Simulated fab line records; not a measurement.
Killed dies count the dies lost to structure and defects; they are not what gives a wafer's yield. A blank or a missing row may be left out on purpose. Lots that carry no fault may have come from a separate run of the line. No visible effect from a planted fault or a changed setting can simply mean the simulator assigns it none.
Matching of chambers    flow nandHarc    NHARC_A_CONTACT_CMP_20 on cmp-04: 4 sister chambers
The step polishes, t overpolish 30 s, target thk 300 nm. 4 wafers are shown with their chamber, then 8 later ones without.

## WAFERS PAIRED WITH THEIR CHAMBERS
wafer   chamber  motorCurrentA (A)
L084.3  3        14.0
L085.2  0        14.7
L085.3  1        12.4
L090.1  2        13.2

## WAFERS MISSING THEIR CHAMBER
wafer   motorCurrentA (A)
L090.4  15.2
L090.5  12.8
L092.3  13.9
L092.5  13.7
L092.6  13.0
L093.1  14.6
L093.2  12.1
L093.3  12.8

## EACH ONE'S CHAMBER
wafer    from the rows above       in truth
L090.4   0                         0
L090.5   can't be placed: 2 or 1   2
L092.3   can't be placed: 3 or 2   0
L092.5   can't be placed: 3 or 2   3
L092.6   can't be placed: 2 or 1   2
L093.1   can't be placed: 0 or 3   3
L093.2   1                         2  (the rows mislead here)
L093.3   can't be placed: 2 or 1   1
1 of 8 placed correctly. Cannot be placed on the basis of these rows: 6; the candidates contain the true chamber in 5. 1 placed wrongly.
How it was worked out, from the rows above alone: a wafer's distance from a chamber is the root of the sum, over the readings, of the square of ((its reading less the chamber's mean) divided by the reading's scatter). The wafer belongs to the nearest chamber; if the next one is less than 2 further off, it can't be placed. Each chamber's mean is taken over the wafers shown for it. The scatter (one wafer shown for each chamber): square how far every hidden wafer sits from the nearest shown wafer, average those squares and take the square root.
